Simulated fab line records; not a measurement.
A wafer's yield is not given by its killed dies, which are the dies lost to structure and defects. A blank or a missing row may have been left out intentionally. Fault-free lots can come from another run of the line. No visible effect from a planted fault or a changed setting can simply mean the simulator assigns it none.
Chamber matching -- flow n5 finfet -- N5_FIN_CUT_STRIP_24 on rie diel-04 has 4 sister chambers
The step strips in CF4. 4 wafers are shown with their chamber, then 8 later ones without.

WAFERS, EACH WITH ITS CHAMBER
wafer,chamber,showerhead plenum p Torr (Torr)
L079.4,0,1.77
L084.1,3,1.77
L084.3,2,1.86
L093.2,1,1.70

WAFERS MISSING THEIR CHAMBER
wafer,showerhead plenum p Torr (Torr)
L093.4,1.76
L093.6,1.85
L095.2,1.70
L095.5,1.85
L095.6,1.77
L097.1,1.76
L097.5,1.85
L097.6,1.76

WHICH CHAMBER EACH WENT THROUGH
wafer,from the rows above,in truth
L093.4,can't be placed: 0 or 3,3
L093.6,2,2
L095.2,1,1
L095.5,2,2
L095.6,can't be placed: 0 or 3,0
L097.1,can't be placed: 0 or 3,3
L097.5,2,2
L097.6,can't be placed: 0 or 3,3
4 of 8 placed correctly. Cannot be placed on the basis of these rows: 4; the candidates contain the true chamber in 4. Number placed wrongly: 0.
How it was worked out, from the rows above alone: a wafer's distance from a chamber is the root of the sum, over the readings, of the square of ((its reading less the chamber's mean) divided by the reading's scatter). The wafer belongs to the nearest chamber; if the next one is less than 2 further off, it can't be placed. A chamber's mean is the mean of its shown wafers. The scatter: with one shown wafer a chamber, the root of the mean of the squares of how far each hidden wafer lies from its nearest shown one.
